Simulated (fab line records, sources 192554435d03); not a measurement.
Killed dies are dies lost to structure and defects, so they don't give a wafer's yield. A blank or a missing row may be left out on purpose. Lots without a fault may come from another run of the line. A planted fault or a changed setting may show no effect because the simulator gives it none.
fab line records | flow n5_finfet
record lots=7 wafers=21 last_day=17
route steps=1938 shown MOL_CONTACT_COAG@587
lots that met no fault: from a run of the same line without faults
start_h: hours from the record's first day to the start of the lot's first wafer shown | wait_h: hours since the lot's step before | " the same as in the row above | L1.1+2: a row that stands for several wafers | - no value, or no start given | * or withheld: withheld | < > ~ a bound
route shown NAME@n: a module of which the file shows steps, and the number in the route of the first | usual: mean/standard deviation of fault-free wafers | same: alike in all rows | chamber/n: place in a boat | sites: the reading at each site | _std_site: their standard deviation | _edge_site: outer sites' mean less inner sites' | radius_mm: how far each site lies from the wafer's centre | mask NAME#n: copy n | behind: the tool/chamber that last shaped the wafer | hold: why the lot was held/for how many hours/how that ended | device: the transistor (n, p or np) that didn't switch | end of line: the same wafers' tests at the end of the route | a step without rows: its recipe alone | killed: dies lost to structure and defects at the first sort, not the wafer's yield | map: a wafer's dies, x killed, . not, _ none there
set.NAME: the setting as run; set.NAME@STEP: as run at that earlier step | model.NAME: the simulator's own value behind a step, which no gauge read
lots at some steps of the route; a table a step, a row a wafer
services: from which hour (start_h, from the record's first day; less than 0 if before it) a tool's chamber was out of use, for how many hours, and why
## steps
# step N5_MOL_CONTACT_COAG_STRIP_96
# recipe chemistry=N2/H2 power_w=500 temp_c=40 pressure_mtorr=50 rf_frequency_hz=6e+07 overash_fraction=0.3 bias_power_w=28 h2_frac=0.5 n2_flow_sccm=300 h2_flow_sccm=300
# usual bias_power_w=27.99/0.085 drypump_motor_current_A=5.7/0.48 oes_product_au=0.78/0.091 rf_vpp_V=122.1/1.2 showerhead_plenum_p_Torr=3.40/0.14 temp_c=40.00/0.092 throttle_valve_pct=19.1/0.42
# columns lot.wafer tool chamber start_h wait_h bias_power_w drypump_motor_current_A oes_product_au rf_hours_counter_h rf_vpp_V showerhead_plenum_p_Torr temp_c throttle_valve_pct
L342.3 rie_diel-01 0 114.43 0.0 27.86 6.5 0.88 44 122.3 3.43 40.01 18.6
L342.5 " 1 " " 27.98 5.8 0.72 - 119.9 3.23 40.05 19.2
L342.6 " 2 " " 27.90 5.1 0.70 - 120.8 3.20 40.07 19.7
L349.3 rie_diel-01 1 150.41 0.0 28.01 5.7 0.72 187 123.0 3.22 40.02 19.3
L349.4 " 0 " " 28.01 6.5 0.85 60 120.7 3.42 40.05 18.6
L349.6 " 1 " " 27.86 5.7 0.71 - 120.5 3.22 40.14 19.3
L356.1 rie_diel-01 2 194.24 0.0 28.16 5.1 0.94 17 121.9 3.59 39.94 19.4
L356.2 " 3 " " 28.02 5.7 0.72 194 122.3 3.53 40.13 19.3
L356.3 " 1 " " 27.90 5.8 0.71 204 124.8 3.21 40.15 19.3
L357.1 rie_diel-01 0 200.16 0.0 27.87 6.5 0.83 79 120.6 3.41 40.12 18.7
L357.4 " 3 " " 27.88 5.7 0.72 197 122.1 3.53 39.85 19.3
L357.6 " 1 " " 28.11 5.8 0.70 - 121.9 3.21 39.97 19.3
L358.1 rie_diel-01 0 205.58 0.0 27.99 6.5 0.82 82 121.9 3.41 40.20 18.7
L358.3 " 1 " " 27.99 5.7 0.70 209 122.4 3.21 39.90 19.3
L358.6 " 3 " " 28.09 5.7 0.72 - 120.7 3.52 39.94 19.3
L361.2 rie_diel-03 2 226.79 0.0 27.88 6.0 0.76 174 120.3 3.20 39.88 18.5
L361.4 " 0 " " 28.08 6.3 0.70 206 121.8 3.48 39.93 19.5
L361.6 " 0 " " 28.12 6.3 0.70 - 122.3 3.48 40.00 19.5
L362.1 rie_diel-03 1 232.12 0.0 28.00 5.2 0.87 77 123.9 3.52 39.96 18.2
L362.3 " 0 " " 28.00 6.3 0.71 209 121.5 3.48 40.14 19.5
L362.5 " 0 " " 27.95 6.3 0.70 - 122.8 3.48 40.11 19.5
# step N5_MOL_CONTACT_COAG_ETCH_47
# recipe chemistry=CH3F/O2 target=SiNx target_depth_a=270 mask_material=SiO2 stop_on=W over_etch_frac=0.2 ion_energy_ev=120 endpoint=OES-CN pressure_mtorr=30 source_w=395 bias_w=73 Ar_flow_sccm=150 CH3F_flow_sccm=30 O2_flow_sccm=20 ends=end_point
# usual bias_w=72.99/0.21 drypump_motor_current_A=5.7/0.48 etch_rf_on_time_s=31.0/0.89 oes_product_au=0.70/0.079 rf_vpp_V=301/8.9 showerhead_plenum_p_Torr=2.03/0.087 throttle_valve_pct=16.39/0.21
# columns lot.wafer tool chamber start_h wait_h bias_w drypump_motor_current_A etch_rf_on_time_s oes_product_au rf_hours_counter_h rf_vpp_V showerhead_plenum_p_Torr throttle_valve_pct
L342.3 rie_diel-01 0 114.47 0.0 73.12 6.6 30.8 0.77 44 298 2.06 16.16
L342.5 " 1 " " 72.84 5.7 31.6 0.65 - 294 1.92 16.32
L342.6 " 2 " " 72.88 5.1 32.3 0.62 - 293 1.89 16.75
L349.3 rie_diel-01 1 150.45 0.0 72.82 5.7 32.0 0.65 187 295 1.91 16.32
L349.4 " 0 " " 73.60 6.5 31.4 0.74 60 298 2.05 16.18
L349.6 " 1 " " 72.85 5.7 32.1 0.64 - 295 1.91 16.34
L356.1 rie_diel-01 2 194.28 0.0 73.01 5.0 30.9 0.85 17 297 2.13 16.33
L356.2 " 3 " " 73.04 5.7 30.9 0.65 194 318 2.07 16.38
L356.3 " 1 " " 73.35 5.8 31.2 0.64 204 295 1.91 16.38
L357.1 rie_diel-01 0 200.20 0.0 73.31 6.5 30.5 0.73 79 300 2.05 16.21
L357.4 " 3 " " 72.81 5.7 31.1 0.65 197 317 2.06 16.41
L357.6 " 1 " " 72.62 5.7 31.4 0.64 - 295 1.91 16.37
L358.1 rie_diel-01 0 205.62 0.0 72.79 6.6 31.2 0.72 82 298 2.05 16.22
L358.3 " 1 " " 73.26 5.8 31.6 0.63 209 295 1.91 16.39
L358.6 " 3 " " 73.12 5.7 31.3 0.65 - 317 2.06 16.41
L361.2 rie_diel-03 2 226.83 0.0 73.19 6.0 30.6 0.68 174 300 1.91 16.39
L361.4 " 0 " " 72.85 6.3 32.9 0.61 206 298 2.06 16.69
L361.6 " 0 " " 73.02 6.2 33.1 0.61 - 299 2.06 16.68
L362.1 rie_diel-03 1 232.16 0.0 72.93 5.2 29.1 0.78 77 308 2.12 16.13
L362.3 " 0 " " 72.69 6.3 32.2 0.62 209 300 2.06 16.67
L362.5 " 0 " " 72.99 6.3 31.5 0.63 - 299 2.06 16.69
# step N5_MOL_CONTACT_COAG_STRIP_119
# recipe chemistry=N2/H2 time_s=30 power_w=1000 temp_c=250 pressure_mtorr=withheld n2_flow_sccm=1750 h2_flow_sccm=3250
# usual drypump_motor_current_A=5.9/0.37 heater_power_w=337/30 temp_c=249.99/0.18
# columns lot.wafer tool chamber start_h wait_h drypump_motor_current_A heater_power_w rf_hours_counter_h temp_c
L342.3 plasma_asher-02 0 114.57 0.1 5.9 351 - 249.81
L342.5 " 1 " " 5.5 362 - 250.22
L342.6 " 0 " " 6.0 359 - 249.89
L349.3 plasma_asher-02 0 150.55 0.1 6.0 348 - 250.06
L349.4 " 1 " " 5.6 365 - 249.66
L349.6 " 1 " " 5.6 367 - 250.03
L356.1 plasma_asher-02 1 194.37 0.1 5.6 356 120 250.02
L356.2 " 0 " " 6.0 353 120 250.00
L356.3 " 1 " " 5.5 368 - 249.83
L357.1 plasma_asher-02 0 200.28 0.1 6.0 350 121 249.90
L357.4 " 0 " " 6.0 358 - 249.74
L357.6 " 0 " " 6.0 354 - 249.96
L358.1 plasma_asher-01 0 205.70 0.1 5.5 312 62 249.99
L358.3 " 1 " " 6.5 294 - 249.78
L358.6 " 0 " " 5.5 310 - 249.98
L361.2 plasma_asher-01 0 226.91 0.1 5.5 304 66 250.14
L361.4 " 0 " " 5.6 310 - 250.45
L361.6 " 1 " " 6.5 293 - 250.04
L362.1 plasma_asher-02 0 232.24 0.1 6.0 359 128 250.02
L362.3 " 1 " " 5.6 359 - 250.16
L362.5 " 0 " " 6.0 352 - 250.48
# step N5_MOL_CONTACT_COAG_PRECLEAN_144
# recipe chemistry=alkaline_clean temp_c=60 time_s=60 do_ppb=50
# step N5_MOL_CONTACT_COAG_SRD_145
# recipe dry=ipa_marangoni time_s=30 temp_c=23 rinse_liquid=diw
# step N5_MOL_CONTACT_COAG_CD_MEAS_137
# recipe target_cd_nm=16
# usual cd_nm=15.7/0.37
# columns lot.wafer tool chamber start_h wait_h cd_nm
L342.3 cd_sem-02 - 114.70 0.0 14.9
L342.5 " - " " 15.5
L342.6 " - " " 15.9
L349.3 cd_sem-01 - 150.69 0.0 15.5
L349.4 " - " " 15.2
L349.6 " - " " 16.1
L356.1 cd_sem-01 - 194.51 0.0 16.0
L356.2 " - " " 15.3
L356.3 " - " " 15.9
L357.1 cd_sem-01 - 200.43 0.0 15.1
L357.4 " - " " 15.2
L357.6 " - " " 15.8
L358.1 cd_sem-03 - 205.85 0.0 15.3
L358.3 " - " " 16.0
L358.6 " - " " 16.2
L361.2 cd_sem-03 - 227.06 0.0 15.3
L361.4 " - " " 15.5
L361.6 " - " " 15.3
L362.1 cd_sem-01 - 232.38 0.0 16.4
L362.3 " - " " 15.6
L362.5 " - " " 15.2
# step N5_MOL_CONTACT_COAG_COAT_62
# recipe resist=SOC temp_c=250 time_s=60 spin_rpm=1500 resist_thk_nm=60
# step N5_MOL_CONTACT_COAG_COAT_63
# recipe resist=SiARC temp_c=220 time_s=60 spin_rpm=1500 resist_thk_nm=10
# step N5_MOL_CONTACT_COAG_COAT_64
# recipe resist=underlayer temp_c=205 time_s=60 spin_rpm=1500 resist_thk_nm=10
# step N5_MOL_CONTACT_COAG_COAT_34
# recipe resist=CAR-EUV spin_rpm=1500 resist_thk_nm=40
# step N5_MOL_CONTACT_COAG_EBR_36
# recipe solvent=PGMEA ebr_width_mm=1.5
# step N5_MOL_CONTACT_COAG_SOFTBAKE_35
# recipe temp_c=110 time_s=60 resist=CAR-EUV
# step N5_MOL_CONTACT_COAG_EXPOSE_37
# recipe mask_id=VD na=0.33 source_shape=annular sigma_inner=0.3 sigma_outer=0.7 polarization=unpolarized defocus_nm=0 dose_mj=62
# usual exposure_dose_mJ_cm2=61.83/0.074 focus_offset_nm=-0.2/0.61
# columns lot.wafer tool chamber start_h wait_h mask exposure_dose_mJ_cm2 focus_offset_nm
L342.3 euv_scanner-02 0 114.92 - VD#0 61.84 -0.7
L342.5 " 0 " " VD#0 61.80 -0.5
L342.6 " 0 " " VD#0 61.80 -0.6
L349.3 euv_scanner-01 0 150.90 - VD#0 61.83 -1.1
L349.4 " 0 " " VD#0 61.95 -0.6
L349.6 " 0 " " VD#0 61.92 -0.7
L356.1 euv_scanner-01 - 194.81 - VD#0 - -
L356.2 " - " " VD#0 - -
L356.3 " - " " VD#0 - -
L357.1 euv_scanner-02 - 200.73 - VD#0 - -
L357.4 " - " " VD#0 - -
L357.6 " - " " VD#0 - -
L358.1 euv_scanner-02 - 206.02 - VD#0 - -
L358.3 " - " " VD#0 - -
L358.6 " - " " VD#0 - -
L361.2 euv_scanner-01 0 227.36 - VD#0 61.89 -1.1
L361.4 " 0 " " VD#0 61.87 -0.2
L361.6 " 0 " " VD#0 61.91 -0.8
L362.1 euv_scanner-01 0 232.56 - VD#0 61.86 -0.7
L362.3 " 0 " " VD#0 61.90 -0.1
L362.5 " 0 " " VD#0 61.90 -1.0
# step N5_MOL_CONTACT_COAG_PEB_38
# recipe peb_temp_c=100 peb_time_s=60 resist=CAR-EUV
## services
# columns tool chamber start_h hours kind
plasma_asher-02 - 98.70 0.7 repair
euv_scanner-02 - 112.27 1.0 pm
euv_scanner-02 - 116.66 2.5 repair
rie_diel-01 1 119.12 7.1 repair
euv_scanner-02 - 119.16 4.6 pm
euv_scanner-01 - 123.80 1.0 pm
rie_diel-01 2 133.21 - clean
rie_diel-01 2 133.21 - consumable_replace:focus_ring
rie_diel-01 2 133.21 - consumable_replace:showerhead
rie_diel-01 2 133.21 16.2 scheduled_down
rie_diel-01 2 133.21 16.2 vent_cycle
euv_scanner-02 - 150.66 0.3 repair
euv_scanner-02 - 154.38 1.0 pm
rie_diel-03 0 159.33 1.3 repair
euv_scanner-01 - 170.35 0.8 repair
euv_scanner-01 - 173.14 1.0 pm
rie_diel-03 1 185.26 8.8 repair
rie_diel-03 3 194.43 6.1 repair
euv_scanner-02 - 202.43 0.7 repair
euv_scanner-02 - 210.53 1.0 pm
euv_scanner-01 0 212.90 - calibration
euv_scanner-01 - 217.40 0.2 repair
plasma_asher-02 - 218.43 2.0 repair
euv_scanner-01 - 229.29 1.0 pm
## key
first_sign step=N5_MOL_CONTACT_COAG_EXPOSE_37 reading=tool_record direction=missing
effect none on later readings
met_at N5_MOL_CONTACT_COAG_EXPOSE_37
struck_wafers L356.1,L356.2,L356.3,L357.1,L357.4,L357.6,L358.1,L358.3,L358.6
later_rows_left_out L356.1,L356.2,L356.3,L357.1,L357.4,L357.6,L358.1,L358.3,L358.6
sort_left_out L356.1,L356.2,L356.3,L357.1,L357.4,L357.6,L358.1,L358.3,L358.6
onset_between 150.90 194.81
fault kind=skipped_step_whole tool=euv_scanner-01,euv_scanner-02 chamber=- onset_h=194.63 steps=N5_MOL_CONTACT_COAG_EXPOSE_37 scope=struck_lots_only
# sort_left_out: the simulated sort isn't trusted on such a fault, so these wafers' sort isn't shown, and their yield isn't known
# later_rows_left_out: the simulator's readings of these wafers behind a module that went badly wrong aren't trusted and aren't shown, but for the sort
